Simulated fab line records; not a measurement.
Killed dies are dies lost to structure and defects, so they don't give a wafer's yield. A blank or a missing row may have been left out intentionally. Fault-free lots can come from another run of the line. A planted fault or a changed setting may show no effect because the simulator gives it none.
Split-lot experiment / flow n5 finfet / 21 wafers read across 7 lots, on a route 1938 steps long

## ABOUT THE SPLIT
At N5_GATE_CUT_COAT_27 (time 60 s, resist thk 10 nm), the setting spin rpm was moved away from the recipe's 1500 rpm on 7 of the 21 wafers read, by -10.3% to +7.5%. The other wafers ran this setting at the recipe's value.

## FROM THE SPLIT TO THE READING: what the file shows between them, 3 steps
- N5_GATE_CUT_COAT_07: resist thk 30 nm
- N5_GATE_CUT_EBR_09
- N5_GATE_CUT_DESCUM_18: chemistry O2, time 7 s

## THE READING
etch.depth nm (the simulator's own value, which no gauge read), in nm, at N5_GATE_CUT_ETCH_28 (etches underlayer in N2/H2, target depth 13 nm, time 10.4 s). The file gives no usual value for it. Here, 14 wafers ran the recipe; their average is 10.000 nm with a standard deviation of 0.015 nm.

wafer=L076.1; tool, chamber at the split=litho track-03, 0; spin rpm as run, rpm=1603; against the recipe=+6.9%; etch.depth nm, nm=9.652; against lot-mates on the recipe=-0.336
wafer=L076.2; tool, chamber at the split=litho track-03, 0; spin rpm as run, rpm=1603; against the recipe=+6.9%; etch.depth nm, nm=9.659; against lot-mates on the recipe=-0.329
wafer=L076.6; tool, chamber at the split=litho track-03, 0; spin rpm as run, rpm=1500; against the recipe=recipe; etch.depth nm, nm=9.988; against lot-mates on the recipe=-
wafer=L081.2; tool, chamber at the split=litho track-03, 0; spin rpm as run, rpm=1500; against the recipe=recipe; etch.depth nm, nm=9.972; against lot-mates on the recipe=-
wafer=L081.5; tool, chamber at the split=litho track-03, 0; spin rpm as run, rpm=1556; against the recipe=+3.7%; etch.depth nm, nm=9.788; against lot-mates on the recipe=-0.184
wafer=L081.6; tool, chamber at the split=litho track-03, 0; spin rpm as run, rpm=1556; against the recipe=+3.7%; etch.depth nm, nm=9.832; against lot-mates on the recipe=-0.140
wafer=L086.3; tool, chamber at the split=litho track-04, 0; spin rpm as run, rpm=1500; against the recipe=recipe; etch.depth nm, nm=9.988; against lot-mates on the recipe=-
wafer=L086.4; tool, chamber at the split=litho track-04, 0; spin rpm as run, rpm=1500; against the recipe=recipe; etch.depth nm, nm=9.997; against lot-mates on the recipe=-
wafer=L086.5; tool, chamber at the split=litho track-04, 0; spin rpm as run, rpm=1500; against the recipe=recipe; etch.depth nm, nm=9.98; against lot-mates on the recipe=-
wafer=L089.2; tool, chamber at the split=litho track-03, 0; spin rpm as run, rpm=1500; against the recipe=recipe; etch.depth nm, nm=10.01; against lot-mates on the recipe=-
wafer=L089.3; tool, chamber at the split=litho track-03, 0; spin rpm as run, rpm=1500; against the recipe=recipe; etch.depth nm, nm=9.998; against lot-mates on the recipe=-
wafer=L089.4; tool, chamber at the split=litho track-03, 0; spin rpm as run, rpm=1500; against the recipe=recipe; etch.depth nm, nm=9.996; against lot-mates on the recipe=-
wafer=L091.3; tool, chamber at the split=litho track-03, 0; spin rpm as run, rpm=1612; against the recipe=+7.5%; etch.depth nm, nm=9.665; against lot-mates on the recipe=-0.335
wafer=L091.4; tool, chamber at the split=litho track-03, 0; spin rpm as run, rpm=1612; against the recipe=+7.5%; etch.depth nm, nm=9.622; against lot-mates on the recipe=-0.378
wafer=L091.5; tool, chamber at the split=litho track-03, 0; spin rpm as run, rpm=1500; against the recipe=recipe; etch.depth nm, nm=10; against lot-mates on the recipe=-
wafer=L095.2; tool, chamber at the split=litho track-04, 0; spin rpm as run, rpm=1346; against the recipe=-10.3%; etch.depth nm, nm=10.56; against lot-mates on the recipe=+0.550
wafer=L095.4; tool, chamber at the split=litho track-04, 0; spin rpm as run, rpm=1500; against the recipe=recipe; etch.depth nm, nm=10.02; against lot-mates on the recipe=-
wafer=L095.6; tool, chamber at the split=litho track-04, 0; spin rpm as run, rpm=1500; against the recipe=recipe; etch.depth nm, nm=10; against lot-mates on the recipe=-
wafer=L097.1; tool, chamber at the split=litho track-04, 0; spin rpm as run, rpm=1500; against the recipe=recipe; etch.depth nm, nm=10; against lot-mates on the recipe=-
wafer=L097.3; tool, chamber at the split=litho track-04, 0; spin rpm as run, rpm=1500; against the recipe=recipe; etch.depth nm, nm=10.03; against lot-mates on the recipe=-
wafer=L097.6; tool, chamber at the split=litho track-04, 0; spin rpm as run, rpm=1500; against the recipe=recipe; etch.depth nm, nm=10.02; against lot-mates on the recipe=-

THE FIT
A straight line over all 21 wafers: etch.depth nm changes by -0.0512 nm for each +1% of spin rpm; r = -1.00; the points scatter about the line by 0.02 nm.
The same after taking each lot's own level away (the mean of its wafers on the recipe; 21 wafers): -0.0499 nm for each +1%; r = -1.00; scatter 0.017 nm.
On that fit, the largest move of spin rpm shifts the reading by 0.51 nm.
From 9.9720 to 10.0167 nm: that is the span of the lots' own levels, equal to 2.9 times the standard deviation above.
Consequently the slope shifts little with the lot-to-lot level, the two slopes agreeing.
Check: for one of the wafers moved furthest among these (-10.3%), held out of the fit, the line's prediction against its lot-mates is +0.49 nm. Against them it came out at +0.55 nm.

## FURTHER SPLITS ON THESE WAFERS
These wafers also went through other splits before the reading. Each is held against what the fit with the lots' levels taken away leaves over:
other split on the same wafers=N5_SD_EPI_P_PEB_07 peb time s; wafers away from the commonest value=8; r with etch.depth nm (lot level and that fit taken away)=-0.09
other split on the same wafers=N5_SD_EPI_P_ETCH_16 target depth a; wafers away from the commonest value=8; r with etch.depth nm (lot level and that fit taken away)=-0.07
other split on the same wafers=N5_SDB_ETCH_17 bias w; wafers away from the commonest value=7; r with etch.depth nm (lot level and that fit taken away)=-0.33
other split on the same wafers=N5_SDB_ETCH_18 source w; wafers away from the commonest value=9; r with etch.depth nm (lot level and that fit taken away)=+0.11
other split on the same wafers=N5_HKMG_FIN_COAT_41 spin rpm; wafers away from the commonest value=6; r with etch.depth nm (lot level and that fit taken away)=+0.03
other split on the same wafers=N5_HKMG_FIN_ETCH_54 source w; wafers away from the commonest value=5; r with etch.depth nm (lot level and that fit taken away)=-0.02
other split on the same wafers=N5_GATE_CUT_ETCH_58 source w; wafers away from the commonest value=9; r with etch.depth nm (lot level and that fit taken away)=-0.01

## THE WHOLE CHAIN: every reading that the file lists as answering this split, in the file's order
step=N5_GATE_CUT_COAT_27; what it does=time 60 s, resist thk 10 nm; reading=underlayer_of_GATE_CUT_COAT_27.thk nm (the simulator's own value, which no gauge read); change (the file's fit)=-0.0569 nm for each +1% of the setting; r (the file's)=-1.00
step=N5_GATE_CUT_ETCH_28; what it does=etches underlayer in N2/H2, target depth 13 nm, time 10.4 s; reading=etch rf on time s; change (the file's fit)=withheld for each +1% of the setting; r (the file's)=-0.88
step=N5_GATE_CUT_ETCH_28; what it does=etches underlayer in N2/H2, target depth 13 nm, time 10.4 s; reading=CAR-EUV_of_GATE_CUT_COAT_07.thk nm (the simulator's own value, which no gauge read); change (the file's fit)=+0.0728 nm for each +1% of the setting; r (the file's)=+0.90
step=N5_GATE_CUT_ETCH_28; what it does=etches underlayer in N2/H2, target depth 13 nm, time 10.4 s; reading=etch.depth nm (the simulator's own value, which no gauge read); change (the file's fit)=-0.0503 nm for each +1% of the setting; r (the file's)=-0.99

## THE FILE'S OWN FIT
etch.depth nm changes by -0.0503 nm for each +1% of spin rpm, r = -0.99.
